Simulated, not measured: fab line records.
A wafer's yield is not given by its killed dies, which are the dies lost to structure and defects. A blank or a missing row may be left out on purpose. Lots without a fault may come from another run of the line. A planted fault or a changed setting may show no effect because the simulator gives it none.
Which tool was responsible?	flow nandHarc	24 lots, 72 wafers sampled, at 6 steps of a route of 1302

## WHAT THE GAUGES READ, wafer by wafer
No reading from a measuring or inspecting step in the record can be judged against a usual standard deviation.

## EACH LOT AND THE TOOL THAT RAN IT (in order: tool; ch and the chambers of the sampled wafers; start)
lot	NHARC_A_STAIRCASE_TRIM_12	NHARC_A_STAIRCASE_ETCH_23	NHARC_A_STAIRCASE_ETCH_27	NHARC_A_STAIRCASE_ETCH_188	NHARC_A_STAIRCASE_ETCH_190	NHARC_A_STAIRCASE_ETCH_203
L074	rieDiel-11 ch 0,3, day 15 16:39	rieDiel-13 ch 0,1,3, no start	rieDiel-13 ch 0,1,2, no start	rieDiel-11 ch 2,3, no start	rieDiel-11 ch 0,1,2, no start	rieDiel-11 ch 0,1,3, no start
L075	rieDiel-11 ch 0,1,2, day 16 05:17	rieDiel-11 ch 0,3, no start	rieDiel-11 ch 0,1,3, no start	rieDiel-13 ch 0,1,3, no start	rieDiel-13 ch 0,1, no start	rieDiel-13 ch 0,1,3, no start
L076	rieDiel-13 ch 0,2,3, day 16 23:16	rieDiel-13 ch 0,1,3, no start	rieDiel-13 ch 1,2,3, no start	rieDiel-11 ch 0,1,3, no start	rieDiel-11 ch 0,1,3, no start	rieDiel-13 ch 1,2,3, no start
L077	rieDiel-11 ch 0,2,3, day 16 23:32	rieDiel-11 ch 0,2,3, no start	rieDiel-11 ch 0,3, no start	rieDiel-04 ch 2,3, no start	rieDiel-04 ch 0,1,2, no start	rieDiel-11 ch 2,3, no start
L078	rieDiel-11 ch 0,1,3, day 17 10:56	rieDiel-13 ch 0,1, no start	rieDiel-13 ch 0,1,3, no start	rieDiel-11 ch 0,1,2, no start	rieDiel-11 ch 0,3, no start	rieDiel-04 ch 0,1, no start
L079	rieDiel-11 ch 2,3, day 18 11:29	rieDiel-04 ch 0,2, no start	rieDiel-04 ch 0,1,2, no start	rieDiel-13 ch 0,3, no start	rieDiel-13 ch 0,3, no start	rieDiel-13 ch 0,2,3, no start
L080	rieDiel-11 ch 1,2, day 18 11:41	rieDiel-11 ch 0,2,3, no start	rieDiel-11 ch 0,3, no start	rieDiel-04 ch 2,3, no start	rieDiel-04 ch 0,3, no start	rieDiel-04 ch 0,1,2, no start
L081	rieDiel-13 ch 2,3, day 18 19:37	rieDiel-04 ch 2,3, no start	rieDiel-04 ch 0,1,3, no start	rieDiel-11 ch 0,3, no start	rieDiel-11 ch 1,2,3, no start	rieDiel-04 ch 1,2,3, no start
L082	rieDiel-04 ch 1,2,3, day 19 03:32	rieDiel-04 ch 0,1,2, no start	rieDiel-04 ch 0,2,3, no start	rieDiel-04 ch 1,2, no start	rieDiel-04 ch 2,3, no start	rieDiel-04 ch 2,3, no start
L083	rieDiel-13 ch 0,3, day 19 15:43	rieDiel-13 ch 2,3, no start	rieDiel-13 ch 0,2,3, no start	rieDiel-11 ch 0,1,3, no start	rieDiel-11 ch 0,1, no start	rieDiel-11 ch 0,3, no start
L084	rieDiel-13 ch 0,2,3, day 20 02:05	rieDiel-11 ch 0,1, no start	rieDiel-11 ch 1,2,3, no start	rieDiel-13 ch 0,2,3, no start	rieDiel-13 ch 0,1,3, no start	rieDiel-13 ch 1,2, no start
L085	rieDiel-13 ch 1,2,3, day 20 02:26	rieDiel-04 ch 0,3, no start	rieDiel-04 ch 1,2, no start	rieDiel-13 ch 0,1,3, no start	rieDiel-13 ch 0,3, no start	rieDiel-13 ch 0,2,3, no start
L087	rieDiel-04 ch 1,2, day 20 16:33	rieDiel-11 ch 2,3, no start	rieDiel-11 ch 0,1,2, no start	rieDiel-11 ch 0,1,3, no start	rieDiel-11 ch 1,2,3, no start	rieDiel-11 ch 0,1,2, no start
L086	rieDiel-04 ch 0,1,2, day 20 16:58	rieDiel-13 ch 1,2,3, no start	rieDiel-13 ch 1,3, no start	rieDiel-13 ch 1,2,3, no start	rieDiel-13 ch 0,2, no start	rieDiel-13 ch 1,3, no start
L088	rieDiel-04 ch 0,2,3, day 21 16:04	rieDiel-13 ch 0,3, no start	rieDiel-13 ch 1,2,3, no start	rieDiel-11 ch 1,2,3, no start	rieDiel-11 ch 2,3, no start	rieDiel-13 ch 0,1,3, no start
L089	rieDiel-13 ch 1,2,3, day 22 08:44	rieDiel-13 ch 2,3, no start	rieDiel-13 ch 0,3, no start	rieDiel-11 ch 0,2, no start	rieDiel-11 ch 0,1,3, no start	rieDiel-11 ch 1,2,3, no start
L090	rieDiel-13 ch 1,3, day 22 08:54	rieDiel-04 ch 0,1,2, no start	rieDiel-04 ch 0,2, no start	rieDiel-13 ch 0,2,3, no start	rieDiel-13 ch 1,2,3, no start	rieDiel-13 ch 0,3, no start
L091	rieDiel-13 ch 0,2,3, day 23 08:05	rieDiel-11 ch 0,2,3, no start	rieDiel-11 ch 0,3, no start	rieDiel-11 ch 0,2,3, no start	rieDiel-11 ch 1,2, no start	rieDiel-04 ch 0,3, no start
L092	rieDiel-11 ch 0,1,2, day 23 08:16	rieDiel-11 ch 0,2,3, no start	rieDiel-11 ch 0,2,3, no start	rieDiel-11 ch 0,1,3, no start	rieDiel-11 ch 0,2, no start	rieDiel-11 ch 0,1,2, no start
L093	rieDiel-13 ch 1,2,3, day 23 22:28	rieDiel-13 ch 0,1,3, no start	rieDiel-13 ch 1,2,3, no start	rieDiel-11 ch 0,1,3, no start	rieDiel-11 ch 0,1,2, no start	rieDiel-13 ch 1,2,3, no start
L094	rieDiel-04 ch 0,1, day 25 03:28	rieDiel-04 ch 0,1, no start	rieDiel-04 ch 0,1, no start	rieDiel-04 ch 0,1, no start	rieDiel-04 ch 0,1, no start	rieDiel-13 ch 0,1,3, no start
L095	rieDiel-11 ch 1,2, day 25 03:35	rieDiel-11 ch 1,2, no start	rieDiel-11 ch 1,2, no start	rieDiel-13 ch 0,2, no start	rieDiel-13 ch 2,3, no start	rieDiel-11 ch 0,2, no start
L096	rieDiel-04 ch 0,1, day 25 10:14	rieDiel-11 ch 0,1,3, no start	rieDiel-11 ch 1,2,3, no start	rieDiel-11 ch 0,2,3, no start	rieDiel-11 ch 0,1,2, no start	rieDiel-04 ch 0,1,2, no start
L097	rieDiel-04 ch 2,3, day 25 21:40	rieDiel-04 ch 0,1, no start	rieDiel-04 ch 0,1,2, no start	rieDiel-11 ch 1,2, no start	rieDiel-11 ch 2,3, no start	rieDiel-04 ch 0,3, no start
- NHARC_A_STAIRCASE_TRIM_12: chemistry O2, time 211.2 s.
- NHARC_A_STAIRCASE_ETCH_23: etches the open film in C4F8/O2, target depth 100 nm, time 40.5 s.
- NHARC_A_STAIRCASE_ETCH_27: etches the open film in C4F8/O2, target depth 100 nm, time 40.5 s.
- NHARC_A_STAIRCASE_ETCH_188: etches the open film in C4F8/O2, target depth 100 nm, time 40.5 s.
- NHARC_A_STAIRCASE_ETCH_190: etches the open film in C4F8/O2, target depth 100 nm, time 40.5 s.
- NHARC_A_STAIRCASE_ETCH_203: etches the open film in C4F8/O2, target depth 100 nm, time 40.5 s.

## AS READ BY THE TOOLS THEMSELVES (means over the sampled wafers that have a number; for cases with no such wafer, the mark the record gives instead)
NHARC_A_STAIRCASE_TRIM_12.
lot	tool	drypumpMotorCurrentA (A)	oesProductAu (a.u.)	rfVppV (V)	showerheadPlenumPTorr (Torr)	throttleValvePct (%)
L074	rieDiel-11	5.4	1.004	58.6	3.60	17.031
L075	rieDiel-11	5.7	1.008	58.6	3.48	17.028
L076	rieDiel-13	6.0	1.013	57.2	3.49	17.042
L077	rieDiel-11	5.6	0.994	57.6	3.59	17.041
L078	rieDiel-11	5.5	1.004	57.2	3.48	17.040
L079	rieDiel-11	5.6	1.000	58.4	3.73	17.030
L080	rieDiel-11	5.7	0.994	57.2	3.51	17.038
L081	rieDiel-13	6.1	1.013	57.2	3.40	17.034
L082	rieDiel-04	5.2	0.995	57.8	3.42	17.042
L083	rieDiel-13	6.3	1.010	57.8	3.36	17.030
L084	rieDiel-13	6.0	0.998	56.8	3.47	17.026
L085	rieDiel-13	5.7	1.003	57.6	3.55	17.043
L087	rieDiel-04	5.1	1.007	57.7	3.51	17.038
L086	rieDiel-04	5.5	1.000	57.5	3.49	17.037
L088	rieDiel-04	5.6	0.992	57.8	3.38	17.036
L089	rieDiel-13	5.7	0.994	57.7	3.54	17.035
L090	rieDiel-13	5.5	0.996	58.0	3.59	17.037
L091	rieDiel-13	6.0	1.005	58.0	3.64	17.040
L092	rieDiel-11	5.7	0.998	58.7	3.62	17.037
L093	rieDiel-13	5.7	0.995	58.5	3.72	17.035
L094	rieDiel-04	5.4	1.004	57.8	3.59	17.024
L095	rieDiel-11	5.7	0.989	57.7	3.48	17.046
L096	rieDiel-04	5.9	0.996	57.5	3.56	17.038
L097	rieDiel-04	5.3	0.993	58.2	3.64	17.036

NHARC_A_STAIRCASE_ETCH_23.
lot	tool	biasW (W)	oesProductAu (a.u.)	rfVppV (V)
L074	rieDiel-13	997.0	0.955	896
L075	rieDiel-11	1000.1	0.957	892
L076	rieDiel-13	1003.7	0.955	896
L077	rieDiel-11	997.2	0.952	898
L078	rieDiel-13	1001.9	0.952	902
L079	rieDiel-04	1001.1	0.945	894
L080	rieDiel-11	1001.2	0.937	899
L081	rieDiel-04	999.1	0.924	887
L082	rieDiel-04	1001.6	0.945	894
L083	rieDiel-13	1001.9	0.952	892
L084	rieDiel-11	1000.0	0.956	900
L085	rieDiel-04	1001.5	0.941	892
L087	rieDiel-11	997.6	0.949	902
L086	rieDiel-13	1002.3	0.959	897
L088	rieDiel-13	998.0	0.960	893
L089	rieDiel-13	1003.0	0.946	892
L090	rieDiel-04	998.5	0.936	894
L091	rieDiel-11	1001.4	0.938	903
L092	rieDiel-11	1000.0	0.931	904
L093	rieDiel-13	1001.0	0.948	900
L094	rieDiel-04	1000.5	0.944	898
L095	rieDiel-11	999.1	0.950	899
L096	rieDiel-11	997.3	0.941	900
L097	rieDiel-04	997.4	0.935	897

NHARC_A_STAIRCASE_ETCH_27.
lot	tool	biasW (W)	oesProductAu (a.u.)	rfVppV (V)
L074	rieDiel-13	1002	0.957	900
L075	rieDiel-11	1002	0.944	894
L076	rieDiel-13	999	0.957	897
L077	rieDiel-11	999	0.950	892
L078	rieDiel-13	1002	0.945	895
L079	rieDiel-04	1000	0.943	895
L080	rieDiel-11	996	0.943	893
L081	rieDiel-04	1002	0.937	895
L082	rieDiel-04	997	0.933	890
L083	rieDiel-13	999	0.950	894
L084	rieDiel-11	1000	0.941	899
L085	rieDiel-04	1000	0.959	895
L087	rieDiel-11	997	0.944	899
L086	rieDiel-13	998	0.940	898
L088	rieDiel-13	997	0.945	897
L089	rieDiel-13	1001	0.948	892
L090	rieDiel-04	1001	0.944	890
L091	rieDiel-11	997	0.934	904
L092	rieDiel-11	998	0.932	904
L093	rieDiel-13	1000	0.949	903
L094	rieDiel-04	1000	0.942	898
L095	rieDiel-11	999	0.948	894
L096	rieDiel-11	1000	0.928	898
L097	rieDiel-04	1001	0.942	901

NHARC_A_STAIRCASE_ETCH_188.
lot	tool	biasW (W)	oesProductAu (a.u.)	rfVppV (V)
L074	rieDiel-11	999.3	0.926	903
L075	rieDiel-13	1004.7	0.959	895
L076	rieDiel-11	997.0	0.948	894
L077	rieDiel-04	1002.6	0.941	888
L078	rieDiel-11	1000.7	0.944	893
L079	rieDiel-13	995.4	0.949	890
L080	rieDiel-04	998.4	0.946	888
L081	rieDiel-11	997.8	0.958	898
L082	rieDiel-04	1000.5	0.918	891
L083	rieDiel-11	998.4	0.950	900
L084	rieDiel-13	997.3	0.956	894
L085	rieDiel-13	998.2	0.927	896
L087	rieDiel-11	997.9	0.938	900
L086	rieDiel-13	999.0	0.923	897
L088	rieDiel-11	1003.1	0.942	899
L089	rieDiel-11	998.6	0.926	904
L090	rieDiel-13	999.2	0.953	894
L091	rieDiel-11	1000.9	0.918	904
L092	rieDiel-11	1002.0	0.915	899
L093	rieDiel-11	1000.0	0.942	900
L094	rieDiel-04	998.2	0.932	898
L095	rieDiel-13	996.5	0.931	896
L096	rieDiel-11	1001.0	0.939	902
L097	rieDiel-11	998.7	0.950	899

NHARC_A_STAIRCASE_ETCH_190.
lot	tool	biasW (W)	oesProductAu (a.u.)	rfVppV (V)
L074	rieDiel-11	998.9	0.938	894
L075	rieDiel-13	1001.5	0.953	899
L076	rieDiel-11	999.4	0.945	894
L077	rieDiel-04	1001.4	0.937	895
L078	rieDiel-11	999.1	0.950	899
L079	rieDiel-13	996.9	0.954	893
L080	rieDiel-04	1000.4	0.940	892
L081	rieDiel-11	1002.6	0.944	899
L082	rieDiel-04	1001.3	0.931	888
L083	rieDiel-11	999.9	0.949	901
L084	rieDiel-13	998.3	0.945	895
L085	rieDiel-13	1001.8	0.949	890
L087	rieDiel-11	1000.2	0.936	899
L086	rieDiel-13	1003.6	0.936	898
L088	rieDiel-11	998.8	0.939	903
L089	rieDiel-11	998.4	0.929	900
L090	rieDiel-13	999.9	0.953	897
L091	rieDiel-11	998.9	0.924	894
L092	rieDiel-11	998.4	0.935	903
L093	rieDiel-11	1000.2	0.946	899
L094	rieDiel-04	999.4	0.940	897
L095	rieDiel-13	999.7	0.943	903
L096	rieDiel-11	1002.0	0.945	899
L097	rieDiel-11	995.9	0.939	903

NHARC_A_STAIRCASE_ETCH_203.
lot	tool	biasW (W)	oesProductAu (a.u.)	rfVppV (V)
L074	rieDiel-11	999.6	0.946	894
L075	rieDiel-13	1001.1	0.945	896
L076	rieDiel-13	998.8	0.951	897
L077	rieDiel-11	999.6	0.936	902
L078	rieDiel-04	1000.5	0.940	898
L079	rieDiel-13	998.5	0.931	894
L080	rieDiel-04	1004.3	0.938	895
L081	rieDiel-04	1002.8	0.936	892
L082	rieDiel-04	1000.4	0.943	887
L083	rieDiel-11	1002.1	0.939	904
L084	rieDiel-13	1003.6	0.939	901
L085	rieDiel-13	999.7	0.947	894
L087	rieDiel-11	1002.0	0.945	899
L086	rieDiel-13	1002.6	0.940	898
L088	rieDiel-13	999.2	0.941	896
L089	rieDiel-11	998.7	0.941	899
L090	rieDiel-13	1001.8	0.935	892
L091	rieDiel-04	998.2	0.946	894
L092	rieDiel-11	996.5	0.934	899
L093	rieDiel-13	1000.8	0.935	903
L094	rieDiel-13	999.4	0.943	902
L095	rieDiel-11	997.3	0.934	904
L096	rieDiel-04	997.0	0.943	900
L097	rieDiel-04	1003.3	0.933	893

## THE ANSWER, worked out from the rows above alone
Rule: what is usual is taken from the lots themselves. The widest of any qualifying gaps counts: lots, ordered by their means at a reading, are off when they make up no more than a third of the lots, leave a main group of 4 or more, and stand apart from it by 3 or more times the standard deviation of that group's means. A main group whose means are all the same, to the digits that the tables above print for the reading, isn't used. A lot without any number at a reading at which 4 lots or more have one is off too. The other lots that the step has rows for count as sound. The gauges are gone through in route order, then the tools' own readings, and for those a lot's mean is taken as printed above. At the first step where some lot is off, the reading lying furthest off is the one used; lots without a number count as furthest.
No lot is off on any of the readings shown, so nothing can be concluded from this.

## WHAT THE SIMULATOR HAD INSERTED
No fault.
